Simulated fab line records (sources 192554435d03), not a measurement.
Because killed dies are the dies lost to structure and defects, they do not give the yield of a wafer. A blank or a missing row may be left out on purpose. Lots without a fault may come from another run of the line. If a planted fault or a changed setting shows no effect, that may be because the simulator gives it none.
Which tool is to blame? | flow n5 finfet | 72 wafers from 24 lots sampled at 5 of the route's 1938 steps

== WHAT THE GAUGES SHOWED, per wafer ==
N5_BEOL_M9_INSPECT_58: inspects for defects (darkfield). Usual: raw defect count reads 78 (standard deviation 28).
lot  | measured     | on                | raw defect count | flag
L074 | day 11 12:33 | defect inspect-01 | 54 91 40         |
L076 | day 11 16:20 | defect inspect-02 | 38 87 77         |
L075 | day 11 16:43 | defect inspect-01 | 119 91 62        |
L079 | day 11 19:14 | defect inspect-02 | 99 90 61         |
L081 | day 12 00:20 | defect inspect-02 | 64 51 61         |
L082 | day 12 01:58 | defect inspect-02 | 53 47 62         |
L077 | day 12 03:02 | defect inspect-02 | 50 54 74         |
L080 | day 12 05:38 | defect inspect-02 | 95 42 61         |
L078 | day 13 06:22 | defect inspect-02 | 64 121 57        |
L083 | day 13 13:20 | defect inspect-02 | 64 54 88         |
L084 | day 13 13:37 | defect inspect-02 | 65 48 47         |
L085 | day 13 14:55 | defect inspect-01 | 107 101 122      |
L086 | day 13 15:04 | defect inspect-01 | 67 80 108        |
L089 | day 14 14:22 | defect inspect-01 | 75 115 128       |
L088 | day 14 15:10 | defect inspect-01 | 145 75 127       |
L087 | day 14 16:16 | defect inspect-02 | 72 131 52        |
L090 | day 14 17:02 | defect inspect-02 | 61 41 58         |
L091 | day 15 06:13 | defect inspect-02 | 58 62 73         |
L092 | day 15 09:17 | defect inspect-02 | 107 63 75        |
L093 | day 15 14:23 | defect inspect-02 | 102 74 82        |
L094 | day 15 16:02 | defect inspect-02 | 118 72 110       |
L095 | day 16 01:20 | defect inspect-01 | 84 73 124        |
L096 | day 16 15:20 | defect inspect-02 | 54 52 49         |
L097 | day 16 15:02 | defect inspect-02 | 102 96 106       |

N5_BEOL_M10_CD_MEAS_18: pitch 140 nm, target cd 70 nm. Usual: cd nm reads 69.8 nm (standard deviation 0.67).
lot  | measured     | on        | cd nm (nm)     | flag
L074 | day 11 14:35 | cd sem-03 | 70.3 69.5 70.6 |
L076 | day 11 19:43 | cd sem-02 | 68.5 69.1 70.3 |
L075 | day 11 19:51 | cd sem-03 | 69.8 68.6 69.3 |
L079 | day 11 21:54 | cd sem-03 | 70.9 69.5 69.9 |
L081 | day 12 04:49 | cd sem-02 | 69.7 70.1 70.4 |
L082 | day 12 04:59 | cd sem-03 | 70.5 70.1 71.1 |
L077 | day 12 05:01 | cd sem-02 | 70.7 70.3 69.3 |
L080 | day 12 08:10 | cd sem-01 | 70.1 69.1 69.5 |
L078 | day 13 08:49 | cd sem-03 | 69.1 69.6 69.3 |
L083 | day 13 17:14 | cd sem-03 | 70.5 70.4 70.0 |
L084 | day 13 17:31 | cd sem-01 | 68.8 70.0 69.8 |
L085 | day 13 17:31 | cd sem-03 | 69.4 70.3 69.5 |
L086 | day 13 17:40 | cd sem-03 | 68.9 69.1 70.8 |
L089 | day 14 17:10 | cd sem-02 | 70.9 70.4 69.6 |
L088 | day 14 17:47 | cd sem-03 | 68.6 69.7 69.2 |
L087 | day 14 19:46 | cd sem-01 | 70.6 70.1 70.1 |
L090 | day 14 20:38 | cd sem-01 | 69.7 68.9 70.1 |
L091 | day 15 08:58 | cd sem-03 | 69.8 69.4 69.5 |
L092 | day 15 12:36 | cd sem-02 | 70.1 68.9 69.0 |
L093 | day 15 16:14 | cd sem-03 | 70.2 69.4 70.0 |
L094 | day 15 20:41 | cd sem-03 | 69.6 70.1 69.2 |
L095 | day 16 04:20 | cd sem-03 | 71.5 69.7 69.5 |
L096 | day 16 19:38 | cd sem-02 | 71.4 70.1 69.9 |
L097 | day 16 19:36 | cd sem-03 | 70.2 69.2 70.0 |

N5_BEOL_M10_INSPECT_30: inspects for defects (brightfield). Usual: raw defect count reads 439 (standard deviation 99).
lot  | measured     | on                | raw defect count | flag
L074 | day 11 17:55 | defect inspect-01 | 430 487 305      |
L076 | day 11 20:11 | defect inspect-02 | 337 426 436      |
L075 | day 11 20:22 | defect inspect-01 | 492 463 441      |
L079 | day 11 23:21 | defect inspect-01 | 462 447 492      |
L081 | day 12 06:30 | defect inspect-01 | 491 328 553      |
L082 | day 12 06:10 | defect inspect-02 | 371 392 265      |
L077 | day 12 06:20 | defect inspect-01 | 333 389 401      |
L080 | day 12 10:04 | defect inspect-01 | 521 372 312      |
L078 | day 13 10:46 | defect inspect-02 | 406 575 430      |
L083 | day 13 21:28 | defect inspect-02 | 421 437 318      |
L084 | day 13 20:01 | defect inspect-01 | 343 352 321      |
L085 | day 13 21:38 | defect inspect-02 | 398 466 411      |
L086 | day 13 21:17 | defect inspect-01 | 453 512 460      |
L089 | day 14 18:38 | defect inspect-02 | 470 566 446      |
L088 | day 14 18:47 | defect inspect-02 | 717 439 446      |
L087 | day 14 20:22 | defect inspect-02 | 396 420 475      |
L090 | day 14 23:19 | defect inspect-02 | 267 272 272      |
L091 | day 15 10:57 | defect inspect-02 | 387 385 412      |
L092 | day 15 13:40 | defect inspect-01 | 514 474 486      |
L093 | day 15 19:22 | defect inspect-01 | 523 449 502      |
L094 | day 15 22:41 | defect inspect-02 | 690 443 627      |
L095 | day 16 05:07 | defect inspect-02 | 323 387 457      |
L096 | day 16 21:29 | defect inspect-02 | 505 575 492      |
L097 | day 16 21:38 | defect inspect-02 | 450 412 488      |

== EACH LOT AND THE TOOL THAT RAN IT (in order: tool; ch and the chambers of the sampled wafers; start) ==
lot  | N5_BEOL_M8_STRIP_80                           | N5_BEOL_M9_PRE_CLEAN_45
L074 | rie diel-01 ch 1,2, day 11 08:18 or earlier   | pvd sputter-03, day 11 08:18
L076 | rie diel-06 ch 0,2, day 11 13:00 or earlier   | pvd sputter-03, day 11 13:00
L075 | rie diel-06 ch 0,1,2, day 11 13:28 or earlier | pvd sputter-03, day 11 13:28
L079 | rie diel-06 ch 1,2, day 11 17:32 or earlier   | pvd sputter-03, day 11 17:32
L081 | rie diel-03 ch 0,1,2, day 11 21:15 or earlier | pvd sputter-02, day 11 21:15
L082 | rie diel-01 ch 1,2, day 11 21:47 or earlier   | pvd sputter-02, day 11 21:47
L077 | rie diel-03 ch 0,1,3, day 12 00:46 or earlier | pvd sputter-03, day 12 00:46
L080 | rie diel-06 ch 0,2, day 12 04:01 or earlier   | pvd sputter-01, day 12 04:01
L078 | rie diel-06 ch 0,1, day 13 04:41 or earlier   | pvd sputter-02, day 13 04:41
L083 | rie diel-06 ch 0,3, day 13 11:41 or earlier   | pvd sputter-03, day 13 11:41
L084 | rie diel-03 ch 1,2, day 13 11:46 or earlier   | pvd sputter-03, day 13 11:46
L085 | rie diel-06 ch 0,2,3, day 13 12:34 or earlier | pvd sputter-03, day 13 12:34
L086 | rie diel-01 ch 2,3, day 13 12:43 or earlier   | pvd sputter-02, day 13 12:43
L089 | rie diel-03 ch 0,2,3, day 14 11:17 or earlier | pvd sputter-02, day 14 11:17
L088 | rie diel-01 ch 0,1,2, day 14 13:35 or earlier | pvd sputter-03, day 14 13:35
L087 | rie diel-03 ch 2,3, day 14 14:39 or earlier   | pvd sputter-01, day 14 14:39
L090 | rie diel-03 ch 0,2,3, day 14 15:07 or earlier | pvd sputter-02, day 14 15:07
L091 | rie diel-06 ch 0,1,2, day 15 03:47 or earlier | pvd sputter-03, day 15 03:47
L092 | rie diel-01 ch 0,2, day 15 07:32 or earlier   | pvd sputter-02, day 15 07:32
L093 | rie diel-03 ch 2,3, day 15 12:12 or earlier   | pvd sputter-03, day 15 12:12
L094 | rie diel-06 ch 1,2,3, day 15 14:26 or earlier | pvd sputter-02, day 15 14:26
L095 | rie diel-03 ch 0,2,3, day 15 23:48 or earlier | pvd sputter-02, day 15 23:48
L096 | rie diel-03 ch 1,2,3, day 16 13:38 or earlier | pvd sputter-01, day 16 13:38
L097 | rie diel-01 ch 1,2, day 16 13:28 or earlier   | pvd sputter-02, day 16 13:28
- N5_BEOL_M8_STRIP_80: strips in N2/H2, time 10 s.
- N5_BEOL_M9_PRE_CLEAN_45: time 30 s.

== AS READ BY THE TOOLS THEMSELVES (means over the sampled wafers that have a number; for cases with no such wafer, the mark the record gives instead) ==
N5_BEOL_M8_STRIP_80. Usual: drypump motor current A 5.7 A, standard deviation 0.41; oes product au 0.82 a.u., standard deviation 0.081; rf vpp V 59.1 V, standard deviation 0.84; showerhead plenum p Torr 2.51 Torr, standard deviation 0.085; throttle valve pct 23.6 %, standard deviation 0.33.
lot  | tool        | drypump motor current A (A) | oes product au (a.u.) | rf vpp V (V) | showerhead plenum p Torr (Torr) | throttle valve pct (%) | flag
L074 | rie diel-01 | 6.0                         | 0.88                  | 60.1         | 2.46                            | 23.5                   |
L076 | rie diel-06 | 5.2                         | 0.84                  | 59.7         | 2.53                            | 23.7                   |
L075 | rie diel-06 | 5.5                         | 0.78                  | 59.5         | 2.50                            | 23.6                   |
L079 | rie diel-06 | 5.5                         | 0.75                  | 59.6         | 2.51                            | 23.8                   |
L081 | rie diel-03 | 5.6                         | 0.84                  | 59.5         | 2.57                            | 23.5                   |
L082 | rie diel-01 | 6.1                         | 0.88                  | 59.7         | 2.46                            | 23.3                   |
L077 | rie diel-03 | 5.6                         | 0.78                  | 59.3         | 2.52                            | 23.6                   |
L080 | rie diel-06 | 5.5                         | 0.80                  | 59.0         | 2.47                            | 23.5                   |
L078 | rie diel-06 | 5.7                         | 0.73                  | 58.7         | 2.44                            | 23.4                   |
L083 | rie diel-06 | 5.9                         | 0.88                  | 59.1         | 2.47                            | 23.5                   |
L084 | rie diel-03 | 5.9                         | 0.88                  | 59.3         | 2.62                            | 23.2                   |
L085 | rie diel-06 | 5.5                         | 0.85                  | 58.5         | 2.49                            | 23.6                   |
L086 | rie diel-01 | 5.9                         | 0.83                  | 58.8         | 2.45                            | 23.5                   |
L089 | rie diel-03 | 5.6                         | 0.78                  | 59.2         | 2.56                            | 23.9                   |
L088 | rie diel-01 | 5.7                         | 0.86                  | 58.9         | 2.46                            | 23.6                   |
L087 | rie diel-03 | 5.8                         | 0.85                  | 59.7         | 2.65                            | 23.8                   |
L090 | rie diel-03 | 5.6                         | 0.78                  | 59.5         | 2.56                            | 23.9                   |
L091 | rie diel-06 | 5.5                         | 0.83                  | 58.4         | 2.48                            | 23.6                   |
L092 | rie diel-01 | 5.5                         | 0.84                  | 58.5         | 2.45                            | 23.7                   |
L093 | rie diel-03 | 5.8                         | 0.84                  | 59.8         | 2.65                            | 23.8                   |
L094 | rie diel-06 | 5.5                         | 0.88                  | 58.5         | 2.50                            | 23.7                   |
L095 | rie diel-03 | 5.6                         | 0.76                  | 59.7         | 2.55                            | 23.9                   |
L096 | rie diel-03 | 5.9                         | 0.81                  | 58.7         | 2.60                            | 23.6                   |
L097 | rie diel-01 | 6.1                         | 0.81                  | 60.6         | 2.44                            | 23.4                   |

N5_BEOL_M9_PRE_CLEAN_45. Usual: heater power w reads 338 W (standard deviation 30).
lot  | tool           | heater power w (W) | flag
L074 | pvd sputter-03 | 364                |
L076 | pvd sputter-03 | 335                |
L075 | pvd sputter-03 | 350                |
L079 | pvd sputter-03 | 361                |
L081 | pvd sputter-02 | 330                |
L082 | pvd sputter-02 | 324                |
L077 | pvd sputter-03 | 357                |
L080 | pvd sputter-01 | 298                |
L078 | pvd sputter-02 | 318                |
L083 | pvd sputter-03 | 349                |
L084 | pvd sputter-03 | 367                |
L085 | pvd sputter-03 | 348                |
L086 | pvd sputter-02 | 328                |
L089 | pvd sputter-02 | 321                |
L088 | pvd sputter-03 | 346                |
L087 | pvd sputter-01 | 321                |
L090 | pvd sputter-02 | 334                |
L091 | pvd sputter-03 | 331                |
L092 | pvd sputter-02 | 315                |
L093 | pvd sputter-03 | 361                |
L094 | pvd sputter-02 | 320                |
L095 | pvd sputter-02 | 319                |
L096 | pvd sputter-01 | 300                |
L097 | pvd sputter-02 | 335                |

== THE ANSWER, worked out from the rows above alone ==
Rule: a lot is off if the mean of its wafers that have a number lies more than 3 standard deviations from the usual mean. Also off: a lot with no number at a reading for which 4 or more lots have one. Where the step has rows for the other lots, those lots are counted as sound. After the gauges, taken in route order, come the tools' own readings; for these a lot's mean is taken, as printed above. The first step at which some lot is off is used, and at that step the reading that is off furthest; a lot without a number counts as furthest.
Nothing can be told from this: no lot is off at any reading shown.

== WHAT THE SIMULATOR HAD INSERTED ==
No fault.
